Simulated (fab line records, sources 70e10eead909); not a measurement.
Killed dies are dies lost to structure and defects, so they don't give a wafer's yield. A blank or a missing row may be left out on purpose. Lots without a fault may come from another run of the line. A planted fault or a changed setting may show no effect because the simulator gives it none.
fab line records | flow nand_harc
record lots=24 wafers=72 last_day=33
route steps=1302 shown P_BONDPAD@352 A_ONON_D1@439
lots that met no fault: from a run of the same line without faults
start_h: hours from the record's first day to the start of the lot's first wafer shown | wait_h: hours since the lot's step before | " the same as in the row above | L1.1+2: a row that stands for several wafers | - no value, or no start given | * or withheld: withheld | < > ~ a bound
route shown NAME@n: a module of which the file shows steps, and the number in the route of the first | usual: mean/standard deviation of fault-free wafers | same: alike in all rows | chamber/n: place in a boat | sites: the reading at each site | _std_site: their standard deviation | _edge_site: outer sites' mean less inner sites' | radius_mm: how far each site lies from the wafer's centre | mask NAME#n: copy n | behind: the tool/chamber that last shaped the wafer | hold: why the lot was held/for how many hours/how that ended | device: the transistor (n, p or np) that didn't switch | end of line: the same wafers' tests at the end of the route | a step without rows: its recipe alone | killed: dies lost to structure and defects at the first sort, not the wafer's yield | map: a wafer's dies, x killed, . not, _ none there
set.NAME: the setting as run; set.NAME@STEP: as run at that earlier step | model.NAME: the simulator's own value behind a step, which no gauge read
steps of the route over a sample of lots; a table a step, a row a wafer
services: from which hour (start_h, from the record's first day; less than 0 if before it) a tool's chamber was out of use, for how many hours, and why
## steps
# step NHARC_P_BONDPAD_CMP_32
# recipe target_thk_nm=200 material=SiCN
# usual motor_current_A=12.4/1.3
# columns lot.wafer tool chamber start_h wait_h motor_current_A
L074.1 cmp-02 1 129.92 - 11.6
L074.4 " 2 " " 12.6
L074.3 " 0 " " 10.9
L075.3 cmp-04 2 145.22 - 13.3
L075.4 " 1 " " 12.6
L075.6 " 3 " " 13.6
L077.2 cmp-03 1 159.29 - 11.5
L077.1 " 3 " " 12.9
L077.5 " 0 " " 10.6
L076.3 cmp-04 2 160.64 - 12.0
L076.1 " 3 " " 14.3
L076.2 " 0 " " 15.3
L078.2 cmp-03 3 185.56 - 12.5
L078.3 " 0 " " 10.2
L078.6 " 3 " " 11.9
L079.2 cmp-02 0 186.69 - 11.0
L079.3 " 1 " " 11.3
L079.5 " 3 " " 11.3
L080.3 cmp-02 1 195.76 - 12.5
L080.1 " 2 " " 13.0
L080.6 " 1 " " 12.2
L081.3 cmp-04 3 202.46 - 14.7
L081.1 " 0 " " 16.0
L081.5 " 3 " " 14.0
L083.4 cmp-03 1 219.95 - 11.6
L083.2 " 2 " " 12.5
L083.5 " 1 " " 11.4
L082.4 cmp-04 2 220.82 - 12.6
L082.1 " 3 " " 14.1
L082.5 " 3 " " 13.7
L084.1 cmp-02 3 242.57 - 11.4
L084.4 " 0 " " 10.8
L084.3 " 2 " " 13.4
L085.3 cmp-02 3 246.14 - 11.1
L085.2 " 0 " " 11.1
L085.4 " 1 " " 12.2
L086.1 cmp-03 3 277.88 - 12.2
L086.4 " 0 " " 10.7
L086.5 " 0 " " 10.7
L089.2 cmp-04 1 279.12 - 11.0
L089.5 " 2 " " 12.8
L089.6 " 3 " " 14.2
L088.3 cmp-03 3 280.06 - 13.2
L088.1 " 1 " " 12.4
L088.5 " 2 " " 12.6
L087.2 cmp-02 3 287.11 - 11.7
L087.3 " 0 " " 11.1
L087.1 " 1 " " 11.7
L090.4 cmp-04 3 304.05 - 14.7
L090.1 " 0 " " 15.5
L090.5 " 0 " " 14.7
L091.2 cmp-04 1 306.14 - 12.6
L091.6 " 2 " " 13.0
L091.5 " 3 " " 13.4
L092.3 cmp-02 0 319.46 - 11.4
L092.6 " 2 " " 12.7
L092.5 " 3 " " 10.7
L093.3 cmp-03 0 331.10 - 10.5
L093.2 " 2 " " 12.0
L093.1 " 3 " " 12.7
L094.1 cmp-04 1 342.19 - 12.1
L094.3 " 2 " " 11.9
L094.2 " 0 " " 15.7
L096.2 cmp-03 0 350.28 - 10.0
L096.4 " 1 " " 11.1
L096.5 " 3 " " 13.0
L095.4 cmp-03 0 350.57 - 10.6
L095.2 " 2 " " 12.3
L095.5 " 0 " " 10.1
L097.1 cmp-04 2 361.77 - 13.2
L097.6 " 2 " " 12.6
L097.5 " 3 " " 14.2
# step NHARC_P_BONDPAD_THK_MEAS_33
# recipe thk_meas_gauge=ellipsometry
# usual thk_nm=200.0/1.3
# columns lot.wafer tool chamber start_h wait_h thk_nm
L074.1 film_metro-02 - 130.17 0.2 201.7
L074.3 " - " " 201.0
L074.4 " - " " 200.2
L075.3 film_metro-01 - 145.48 0.2 200.3
L075.4 " - " " 200.6
L075.6 " - " " 201.0
L077.1 film_metro-01 - 159.51 0.2 199.7
L077.2 " - " " 199.3
L077.5 " - " " 199.9
L076.1 film_metro-02 - 160.86 0.2 201.4
L076.2 " - " " 201.6
L076.3 " - " " 200.3
L078.2 film_metro-01 - 185.78 0.2 200.5
L078.3 " - " " 198.5
L078.6 " - " " 199.2
L079.2 film_metro-02 - 186.91 0.2 201.9
L079.3 " - " " 199.6
L079.5 " - " " 201.4
L080.1 film_metro-02 - 195.99 0.2 201.9
L080.3 " - " " 200.7
L080.6 " - " " 202.6
L081.1 film_metro-01 - 202.68 0.2 200.1
L081.3 " - " " 199.8
L081.5 " - " " 197.6
L083.2 film_metro-02 - 220.20 0.2 197.8
L083.4 " - " " 198.9
L083.5 " - " " 201.3
L082.1 film_metro-01 - 221.07 0.2 199.9
L082.4 " - " " 200.7
L082.5 " - " " 201.0
L084.1 film_metro-02 - 242.82 0.2 198.8
L084.3 " - " " 201.4
L084.4 " - " " 200.9
L085.2 film_metro-01 - 246.39 0.2 200.7
L085.3 " - " " 201.9
L085.4 " - " " 200.2
L086.1 film_metro-01 - 278.14 0.2 198.8
L086.4 " - " " 200.3
L086.5 " - " " 197.4
L089.2 film_metro-02 - 279.29 0.2 197.0
L089.5 " - " " 199.2
L089.6 " - " " 201.4
L088.1 film_metro-02 - 280.28 0.2 199.6
L088.3 " - " " 199.7
L088.5 " - " " 198.6
L087.1 film_metro-02 - 287.36 0.2 199.0
L087.2 " - " " 201.7
L087.3 " - " " 198.5
L090.1 film_metro-02 - 304.30 0.2 200.4
L090.4 " - " " 200.7
L090.5 " - " " 200.5
L091.2 film_metro-01 - 306.32 0.2 199.2
L091.5 " - " " 198.2
L091.6 " - " " 198.1
L092.3 film_metro-01 - 319.66 0.2 197.4
L092.5 " - " " 197.3
L092.6 " - " " 198.5
L093.1 film_metro-01 - 331.35 0.2 201.5
L093.2 " - " " 199.5
L093.3 " - " " 200.1
L094.1 film_metro-01 - 342.44 0.2 199.7
L094.2 " - " " 201.3
L094.3 " - " " 201.3
L096.2 film_metro-01 - 350.48 0.2 199.1
L096.4 " - " " 201.0
L096.5 " - " " 199.2
L095.2 film_metro-02 - 350.80 0.2 197.3
L095.4 " - " " 197.8
L095.5 " - " " 198.4
L097.1 film_metro-02 - 362.02 0.2 199.6
L097.5 " - " " 198.6
L097.6 " - " " 198.7
# step NHARC_P_BONDPAD_OVL_MEAS_38
# usual overlay_x_nm=0/5.8 overlay_y_nm=-1/5.8
# columns lot.wafer tool chamber start_h wait_h overlay_x_nm overlay_y_nm
L074.1 overlay-02 - 130.70 - 1 5
L074.3 " - " " 0 5
L074.4 " - " " 0 6
L075.3 overlay-02 - 146.13 - -5 -2
L075.4 " - " " -5 -3
L075.6 " - " " -5 -3
L077.1 overlay-01 - 160.04 - -3 -2
L077.2 " - " " -3 -2
L077.5 " - " " -3 -2
L076.1 overlay-02 - 161.51 - -7 -4
L076.2 " - " " -7 -4
L076.3 " - " " -6 -4
L078.2 overlay-01 - 186.45 - 17 -3
L078.3 " - " " 17 -2
L078.6 " - " " 17 -3
L079.2 overlay-01 - 187.57 - -7 -1
L079.3 " - " " -7 -1
L079.5 " - " " -7 -1
L080.1 overlay-02 - 196.53 - -2 3
L080.3 " - " " -3 3
L080.6 " - " " -3 3
L081.1 overlay-02 - 203.33 - -6 -6
L081.3 " - " " -6 -5
L081.5 " - " " -6 -6
L083.2 overlay-01 - 220.85 - 1 -9
L083.4 " - " " 1 -10
L083.5 " - " " 0 -10
L082.1 overlay-02 - 221.72 - -4 -8
L082.4 " - " " -4 -8
L082.5 " - " " -4 -8
L084.1 overlay-01 - 243.35 - 10 -4
L084.3 " - " " 10 -4
L084.4 " - " " 11 -5
L085.2 overlay-02 - 246.92 - 3 0
L085.3 " - " " 3 0
L085.4 " - " " 3 2
L086.1 overlay-01 - 278.69 - 12 3
L086.4 " - " " 12 2
L086.5 " - " " 12 2
L089.2 overlay-01 - 279.97 - 0 9
L089.5 " - " " -1 10
L089.6 " - " " 0 9
L088.1 overlay-01 - 280.96 - -4 11
L088.3 " - " " -4 11
L088.5 " - " " -4 12
L087.1 overlay-02 - 287.91 - -2 2
L087.2 " - " " -1 2
L087.3 " - " " -2 2
L090.1 overlay-02 - 304.95 - -3 -6
L090.4 " - " " -2 -6
L090.5 " - " " -2 -6
L091.2 overlay-02 - 306.97 - 1 1
L091.5 " - " " 0 1
L091.6 " - " " 0 1
L092.3 overlay-02 - 320.32 - 1 6
L092.5 " - " " 1 6
L092.6 " - " " 1 6
L093.1 overlay-02 - 332.01 - -3 -2
L093.2 " - " " -3 -2
L093.3 " - " " -3 -2
L094.1 overlay-02 - 343.09 - 0 -13
L094.2 " - " " 0 -12
L094.3 " - " " 0 -12
L096.2 overlay-02 - 351.15 - -2 7
L096.4 " - " " -2 7
L096.5 " - " " -2 6
L095.2 overlay-02 - 351.45 - -5 -4
L095.4 " - " " -5 -4
L095.5 " - " " -4 -4
L097.1 overlay-02 - 362.67 - 1 -2
L097.5 " - " " 1 -2
L097.6 " - " " 1 -2
# step NHARC_P_BONDPAD_DESCUM_11
# recipe time_s=3 o2_flow_sccm=200 ar_flow_sccm=0 bias_power_w=0 chemistry=O2
# usual drypump_motor_current_A=5.7/0.47 o2_flow_sccm=200.1/0.65 oes_product_au=1.000/0.0074 rf_vpp_V=57.9/0.86 showerhead_plenum_p_Torr=1.92/0.088 throttle_valve_pct=11.312/0.0095
# columns lot.wafer tool chamber start_h wait_h drypump_motor_current_A o2_flow_sccm oes_product_au rf_hours_counter_h rf_vpp_V showerhead_plenum_p_Torr throttle_valve_pct
L074.1 rie_diel-10 0 130.82 - 6.2 201.8 0.998 5 58.7 2.03 11.304
L074.3 " 0 " " 6.2 200.9 0.998 - 58.3 2.03 11.297
L074.4 " 2 " " 5.6 200.1 0.998 - 56.8 1.82 11.318
L075.4 rie_diel-10 0 146.26 - 6.2 200.9 1.004 6 60.3 2.03 11.312
L075.3 " 1 " " 5.4 200.4 1.000 4 57.6 1.98 11.313
L075.6 " 0 " " 6.2 200.6 0.994 - 58.7 2.03 11.321
L077.2 rie_diel-11 3 160.16 - 4.9 200.2 1.006 3 59.7 2.01 11.305
L077.1 " 1 " " 5.4 200.3 1.003 3 57.1 1.81 11.280
L077.5 " 3 " " 4.9 200.7 0.999 - 58.4 2.01 11.310
L076.2 rie_diel-02 0 161.64 - 5.6 199.8 1.006 7 58.3 1.98 11.318
L076.3 " 2 " " 5.3 199.6 0.992 8 57.2 1.80 11.307
L076.1 " 3 " " 5.8 201.0 0.999 8 58.6 1.96 11.309
L078.3 rie_diel-02 1 186.57 - 5.9 200.5 0.996 6 57.2 1.79 11.316
L078.2 " 2 " " 5.3 200.9 0.991 9 57.4 1.80 11.307
L078.6 " 1 " " 5.9 200.0 1.001 - 57.7 1.79 11.316
L079.3 rie_diel-02 1 187.69 - 5.9 200.4 1.008 6 57.6 1.79 11.308
L079.2 " 0 " " 5.6 200.1 1.005 8 57.4 1.98 11.313
L079.5 " 1 " " 5.9 200.5 0.999 - 58.2 1.79 11.303
L080.1 rie_diel-11 1 196.65 - 5.4 200.3 0.998 4 59.2 1.81 11.313
L080.3 " 3 " " 4.9 200.8 1.003 4 57.7 2.01 11.314
L080.6 " 1 " " 5.4 200.3 1.002 - 58.1 1.81 11.324
L081.1 rie_diel-11 3 203.47 - 4.9 199.6 1.000 4 58.0 2.01 11.308
L081.3 " 1 " " 5.4 200.8 1.010 4 57.0 1.81 11.299
L081.5 " 2 " " 6.3 200.2 1.009 - 57.7 1.98 11.323
L083.4 rie_diel-10 2 220.97 - 5.6 200.2 1.001 10 58.1 1.82 11.317
L083.2 " 0 " " 6.2 200.7 1.001 12 59.1 2.02 11.318
L083.5 " 2 " " 5.6 199.7 1.007 - 57.4 1.82 11.307
L082.4 rie_diel-10 2 221.86 - 5.6 199.3 0.993 10 57.3 1.82 11.323
L082.1 " 3 " " 5.9 200.2 1.005 10 58.9 1.96 11.299
L082.5 " 1 " " 5.5 200.2 1.003 - 57.4 1.98 11.311
L084.1 rie_diel-11 1 243.47 - 5.4 201.1 0.987 5 57.8 1.81 11.298
L084.3 " 3 " " 4.9 200.0 0.995 5 57.9 2.01 11.317
L084.4 " 0 " " 6.6 199.7 0.997 3 57.7 1.88 11.320
L085.4 rie_diel-02 3 247.04 - 5.8 200.7 0.991 1 59.7 1.96 11.304
L085.2 " 0 " " 5.6 199.9 1.008 0 58.9 1.98 11.313
L085.3 " 2 " " 5.3 200.4 0.999 1 57.3 1.80 11.301
L086.1 rie_diel-11 0 278.82 - 6.6 199.2 0.996 0 56.4 1.88 11.316
L086.4 " 2 " " 6.3 199.6 1.004 0 57.7 1.98 11.307
L086.5 " 0 " " 6.6 200.4 1.008 - 57.5 1.88 11.314
L089.2 rie_diel-10 1 280.09 - 5.4 200.3 0.981 2 58.8 1.98 11.312
L089.6 " 1 " " 5.4 200.5 0.987 - 58.8 1.98 11.330
L089.5 " 2 " " 5.6 200.4 0.998 - 56.2 1.81 11.289
L088.1 rie_diel-10 2 281.08 - 5.6 198.6 0.991 2 57.9 1.81 11.307
L088.3 " 0 " " 6.3 200.1 1.007 2 58.3 2.02 11.313
L088.5 " 2 " " 5.6 198.7 0.996 - 58.0 1.81 11.325
L087.3 rie_diel-11 3 288.03 - 4.9 198.8 1.003 0 58.8 2.01 11.321
L087.1 " 0 " " 6.6 200.7 0.995 0 58.5 1.88 11.301
L087.2 " 1 " " 5.4 199.7 0.995 0 57.4 1.81 11.319
L090.4 rie_diel-11 3 305.08 - 4.9 199.8 1.012 1 57.7 2.01 11.306
L090.1 " 1 " " 5.4 199.4 0.999 1 56.6 1.81 11.313
L090.5 " 2 " " 6.3 199.2 1.009 - 57.8 1.98 11.302
L091.2 rie_diel-02 0 307.11 - 5.6 200.4 1.014 4 59.0 1.98 11.320
L091.5 " 3 " " 5.8 200.3 1.009 - 58.4 1.96 11.323
L091.6 " 1 " " 5.9 200.5 1.007 - 58.0 1.79 11.316
L092.3 rie_diel-11 1 320.46 - 5.4 199.2 0.997 2 58.3 1.81 11.307
L092.6 " 3 " " 4.9 200.5 0.993 - 57.7 2.01 11.318
L092.5 " 0 " " 6.6 201.0 0.987 - 58.7 1.88 11.320
L093.1 rie_diel-10 0 332.13 - 6.2 200.4 0.997 5 58.8 2.02 11.318
L093.2 " 1 " " 5.4 199.7 0.990 5 58.2 1.98 11.305
L093.3 " 2 " " 5.6 200.1 1.007 4 57.1 1.81 11.304
L094.3 rie_diel-02 2 343.22 - 5.3 199.0 0.999 5 57.2 1.79 11.313
L094.1 " 3 " " 5.8 199.7 0.997 6 57.7 1.96 11.322
L094.2 " 0 " " 5.6 200.9 1.011 7 57.8 1.98 11.307
L096.4 rie_diel-10 2 351.27 - 5.6 200.4 0.996 6 57.5 1.81 11.317
L096.2 " 0 " " 6.2 200.6 0.998 6 58.6 2.02 11.323
L096.5 " 2 " " 5.6 200.8 1.003 - 57.6 1.81 11.326
L095.2 rie_diel-02 2 351.58 - 5.3 199.9 0.999 5 56.9 1.79 11.305
L095.5 " 2 " " 5.3 199.7 1.006 - 56.6 1.79 11.316
L095.4 " 0 " " 5.6 199.5 1.009 - 58.2 1.98 11.319
L097.1 rie_diel-02 0 362.81 - 5.6 200.3 1.016 8 58.0 1.98 11.335
L097.6 " 2 " " 5.2 201.5 1.010 - 56.6 1.79 11.303
L097.5 " 3 " " 5.8 200.2 1.009 - 58.8 1.96 11.307
# step NHARC_P_BONDPAD_PVD_27
# recipe target_thk_a=300 chamber_pressure_pa=5 power_w=5000 substrate_temp_c=30 time_s=20.49 material=Cu
# usual throttle_valve_pct=30.2/0.78
# columns lot.wafer tool chamber start_h wait_h throttle_valve_pct
L074.4 pvd_sputter-02 - - - 29.3
L074.3 " - " " 29.5
L074.1 " - " " 30.3
L075.4 pvd_sputter-03 - - - 29.6
L075.3 " - " " 30.5
L075.6 " - " " 29.7
L077.2 pvd_sputter-01 - - - 32.3
L077.1 " - " " 30.7
L077.5 " - " " 29.6
L076.3 pvd_sputter-03 - - - 29.3
L076.2 " - " " 30.7
L076.1 " - " " 31.0
L078.2 pvd_sputter-02 - - - 29.4
L078.3 " - " " 29.4
L078.6 " - " " 29.1
L079.2 pvd_sputter-02 - - - 30.2
L079.3 " - " " 29.2
L079.5 " - " " 30.3
L080.3 pvd_sputter-01 - - - 32.3
L080.1 " - " " 30.2
L080.6 " - " " 32.2
L081.1 pvd_sputter-02 - - - 30.0
L081.3 " - " " 29.3
L081.5 " - " " 30.1
L083.4 pvd_sputter-03 - - - 30.9
L083.2 " - " " 29.8
L083.5 " - " " 30.8
L082.4 pvd_sputter-02 - - - 29.2
L082.1 " - " " 30.4
L082.5 " - " " 30.2
L084.1 pvd_sputter-03 - - - 29.8
L084.3 " - " " 30.6
L084.4 " - " " 30.7
L085.3 pvd_sputter-01 - - - 31.9
L085.4 " - " " 30.3
L085.2 " - " " 29.4
L086.1 pvd_sputter-02 - - - 29.4
L086.4 " - " " 29.3
L086.5 " - " " 30.2
L089.2 pvd_sputter-03 - - - 29.7
L089.5 " - " " 30.9
L089.6 " - " " 30.4
L088.1 pvd_sputter-03 - - - 29.7
L088.3 " - " " 30.9
L088.5 " - " " 29.8
L087.3 pvd_sputter-03 - - - 30.2
L087.2 " - " " 29.8
L087.1 " - " " 31.0
L090.4 pvd_sputter-03 - - - 30.7
L090.1 " - " " 30.2
L090.5 " - " " 31.1
L091.2 pvd_sputter-02 - - - 29.5
L091.5 " - " " 29.3
L091.6 " - " " 30.3
L092.3 pvd_sputter-02 - - - 30.7
L092.5 " - " " 29.6
L092.6 " - " " 30.8
L093.3 pvd_sputter-01 - - - 30.3
L093.1 " - " " 29.4
L093.2 " - " " 30.0
L094.3 pvd_sputter-02 - - - 30.8
L094.2 " - " " 28.9
L094.1 " - " " 30.4
L096.2 pvd_sputter-01 - - - 32.1
L096.4 " - " " 30.2
L096.5 " - " " 29.9
L095.2 pvd_sputter-02 - - - 30.4
L095.4 " - " " 30.9
L095.5 " - " " 30.6
L097.1 pvd_sputter-02 - - - 29.5
L097.6 " - " " 30.7
L097.5 " - " " 29.5
# step NHARC_A_ONON_D1_THK_MEAS_21
# recipe thk_meas_gauge=ellipsometry
# usual thk_nm=1002/10
# columns lot.wafer tool chamber start_h wait_h thk_nm
L074.1 film_metro-01 - 172.24 - 998
L074.3 " - " " 998
L074.4 " - " " 999
L075.3 film_metro-01 - 194.44 - 985
L075.4 " - " " 982
L075.6 " - " " 986
L077.1 film_metro-02 - 194.49 - 1007
L077.2 " - " " 1005
L077.5 " - " " 1005
L076.1 film_metro-01 - 194.79 - 989
L076.2 " - " " 990
L076.3 " - " " 991
L078.2 film_metro-01 - 222.69 - 999
L078.3 " - " " 998
L078.6 " - " " 999
L079.2 film_metro-02 - 222.70 - 991
L079.3 " - " " 992
L079.5 " - " " 993
L080.1 film_metro-02 - 236.41 - 1003
L080.3 " - " " 1005
L080.6 " - " " 1003
L081.1 film_metro-02 - 243.10 - 1012
L081.3 " - " " 1014
L081.5 " - " " 1015
L083.2 film_metro-01 - 257.76 - 1021
L083.4 " - " " 1022
L083.5 " - " " 1022
L082.1 film_metro-02 - 257.77 - 999
L082.4 " - " " 1000
L082.5 " - " " 1002
L085.2 film_metro-02 - 280.32 - 1009
L085.3 " - " " 1008
L085.4 " - " " 1010
L084.1 film_metro-01 - 280.32 - 1000
L084.3 " - " " 1000
L084.4 " - " " 1000
L086.1 film_metro-02 - 321.11 - 983
L086.4 " - " " 983
L086.5 " - " " 984
L088.1 film_metro-01 - 321.12 - 999
L088.3 " - " " 998
L088.5 " - " " 997
L089.2 film_metro-02 - 321.12 - 1011
L089.5 " - " " 1012
L089.6 " - " " 1012
L087.1 film_metro-02 - 328.96 - 1013
L087.2 " - " " 1013
L087.3 " - " " 1013
L091.2 film_metro-01 - 343.56 - 1008
L091.5 " - " " 1008
L091.6 " - " " 1009
L090.1 film_metro-02 - 343.57 - 998
L090.4 " - " " 998
L090.5 " - " " 997
L092.3 film_metro-02 - 362.30 - 994
L092.5 " - " " 992
L092.6 " - " " 993
L093.1 film_metro-01 - 371.18 - 1013
L093.2 " - " " 1011
L093.3 " - " " 1013
L094.1 film_metro-01 - 379.93 - 989
L094.2 " - " " 991
L094.3 " - " " 989
L095.2 film_metro-01 - 392.84 - 993
L095.4 " - " " 994
L095.5 " - " " 995
L096.2 film_metro-02 - 392.90 - 1012
L096.4 " - " " 1012
L096.5 " - " " 1013
L097.1 film_metro-01 - 403.47 - 1006
L097.5 " - " " 1007
L097.6 " - " " 1006
## services
# columns tool chamber start_h hours kind
cmp-04 - 111.00 4.0 pm
rie_diel-10 1 126.82 4.6 repair
rie_diel-10 3 128.06 3.2 repair
rie_diel-02 1 141.18 7.1 repair
cmp-03 - 150.39 0.8 repair
rie_diel-11 1 155.79 2.1 repair
rie_diel-02 1 156.02 16.4 repair
cmp-03 - 162.00 4.0 pm
pvd_sputter-03 - 170.00 10.0 pm
rie_diel-02 3 171.10 1.5 repair
rie_diel-10 2 176.43 4.4 repair
rie_diel-02 1 182.21 2.4 repair
rie_diel-10 3 190.67 5.9 repair
pvd_sputter-03 - 200.02 9.4 repair
rie_diel-10 2 200.29 5.1 repair
cmp-04 - 209.00 4.0 pm
rie_diel-02 - 216.70 9.0 pm
cmp-03 - 217.25 0.3 repair
rie_diel-10 - 242.50 9.0 pm
rie_diel-11 - 255.50 9.0 pm
pvd_sputter-02 - 263.65 2.4 repair
pvd_sputter-02 - 282.00 10.0 pm
cmp-04 - 307.00 4.0 pm
cmp-04 - 313.30 3.8 repair
## key
fault none
